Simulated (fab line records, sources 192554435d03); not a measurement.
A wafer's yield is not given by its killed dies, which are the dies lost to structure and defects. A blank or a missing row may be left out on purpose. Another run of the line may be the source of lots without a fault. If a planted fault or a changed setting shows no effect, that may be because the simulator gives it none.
Split-lot experiment | flow n5Finfet | on a route of 1938 steps: 7 lots, 21 wafers read

SPLIT DETAILS
At N5_BEOL_M4_COAT_05 (resist thk 30 nm), the setting spinRpm was moved away from the recipe's 1500 rpm on 4 of the 21 wafers read, by -4.6% to +7.6%. This setting was run at the recipe's value on the other wafers.

FROM THE SPLIT TO THE READING: what the file shows between them, 7 steps
- N5_BEOL_M4_EBR_07
- N5_BEOL_M4_SOFTBAKE_06: time 60 s
- N5_BEOL_M4_EXPOSE_08: exposes mask M4
- N5_BEOL_M4_PEB_09: peb time 60 s
- N5_BEOL_M4_DEVELOP_10: develop time 30 s
- N5_BEOL_M4_DESCUM_16: chemistry O2, time 7 s
- N5_BEOL_M4_ETCH_74: etches underlayer in N2/H2, target depth 6.5 nm, time 5.2 s

THE READING
CAR-EUV_of_BEOL_M4_COAT_05.thkNm (the simulator's own value, which no gauge read), in nm, at N5_BEOL_M4_ETCH_63 (etches SiARC in CF4, target depth 15.6 nm, time 26 s). The file gives no usual value for it. The 17 wafers here that ran the recipe average 11.3 nm, standard deviation 0.18 nm.

wafer  | tool, chamber at the split | spinRpm as run, rpm | against the recipe | CAR-EUV_of_BEOL_M4_COAT_05.thkNm, nm | against lot-mates on the recipe
L074.1 | lithoTrack-04, 0           | 1500                | recipe             | 11.4                                 | -
L074.2 | lithoTrack-04, 0           | 1500                | recipe             | 11.4                                 | -
L074.3 | lithoTrack-04, 0           | 1500                | recipe             | 11.8                                 | -
L079.2 | lithoTrack-03, 0           | 1500                | recipe             | 11                                   | -
L079.4 | lithoTrack-03, 0           | 1500                | recipe             | 11.2                                 | -
L079.6 | lithoTrack-03, 0           | 1500                | recipe             | 11.2                                 | -
L083.2 | lithoTrack-01, 0           | 1500                | recipe             | 11.4                                 | -
L083.3 | lithoTrack-01, 0           | 1500                | recipe             | 11.2                                 | -
L083.4 | lithoTrack-01, 0           | 1500                | recipe             | 11.4                                 | -
L087.4 | lithoTrack-03, 0           | 1500                | recipe             | 11.2                                 | -
L087.5 | lithoTrack-03, 0           | 1500                | recipe             | 11.2                                 | -
L087.6 | lithoTrack-03, 0           | 1500                | recipe             | 11.2                                 | -
L092.1 | lithoTrack-04, 0           | 1500                | recipe             | 11.2                                 | -
L092.3 | lithoTrack-04, 0           | 1500                | recipe             | 11                                   | -
L092.4 | lithoTrack-04, 0           | 1500                | recipe             | 11.2                                 | -
L094.3 | lithoTrack-01, 0           | 1500                | recipe             | 11.4                                 | -
L094.5 | lithoTrack-01, 0           | 1614                | +7.6%              | 10.4                                 | -1.0
L094.6 | lithoTrack-01, 0           | 1614                | +7.6%              | 10.2                                 | -1.2
L095.1 | lithoTrack-04, 0           | 1431                | -4.6%              | 12                                   | +0.6
L095.3 | lithoTrack-04, 0           | 1431                | -4.6%              | 12.4                                 | +1.0
L095.4 | lithoTrack-04, 0           | 1500                | recipe             | 11.4                                 | -

THE FIT
A straight line over all 21 wafers: CAR-EUV_of_BEOL_M4_COAT_05.thkNm changes by -0.149 nm for each +1% of spinRpm; r = -0.90; the points scatter about the line by 0.2 nm.
The same after taking each lot's own level away (the mean of its wafers on the recipe; 21 wafers): -0.153 nm for each +1%; r = -0.96; scatter 0.13 nm.
The reading moves by 1.2 nm for the largest change in spinRpm, on that fit.
Across the lots, their own levels run from 11.13 to 11.53 nm, a range of 2.2 times the standard deviation given above.
Hence the lot-to-lot level has little effect on the slope; both slopes agree.
Check: -1.24 nm against its lot-mates is what the line predicts for one of the wafers moved furthest among these (+7.6%) when that wafer is left out of the fit. It came out at -1 nm against them.

FURTHER SPLITS ON THESE WAFERS
Note: prior to the reading, these wafers also went through further splits. Each is held against what the fit with the lots' levels taken away leaves over:
other split on the same wafers | wafers away from the commonest value | r with CAR-EUV_of_BEOL_M4_COAT_05.thkNm (lot level and that fit taken away)
N5_BEOL_M3_COAT_68 spinRpm     | 8                                    | -0.38
N5_BEOL_M4_COAT_62 spinRpm     | 6                                    | +0.31

THE WHOLE CHAIN: every reading that the file lists as answering this split, in the file's order
step                  | what it does                                         | reading                                                                           | change (the file's fit)               | r (the file's)
N5_BEOL_M4_COAT_05    | resist thk 30 nm                                     | CAR-EUV_of_BEOL_M4_COAT_05.thkNm (the simulator's own value, which no gauge read) | -0.143 nm for each +1% of the setting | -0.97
N5_BEOL_M4_DEVELOP_10 | develop time 30 s                                    | CAR-EUV_of_BEOL_M4_COAT_05.thkNm (the simulator's own value, which no gauge read) | -0.162 nm for each +1% of the setting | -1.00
N5_BEOL_M4_DESCUM_16  | chemistry O2, time 7 s                               | CAR-EUV_of_BEOL_M4_COAT_05.thkNm (the simulator's own value, which no gauge read) | -0.131 nm for each +1% of the setting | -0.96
N5_BEOL_M4_ETCH_63    | etches SiARC in CF4, target depth 15.6 nm, time 26 s | CAR-EUV_of_BEOL_M4_COAT_05.thkNm (the simulator's own value, which no gauge read) | -0.153 nm for each +1% of the setting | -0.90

FILE'S OWN FIT
CAR-EUV_of_BEOL_M4_COAT_05.thkNm changes by -0.153 nm for each +1% of spinRpm, r = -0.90.
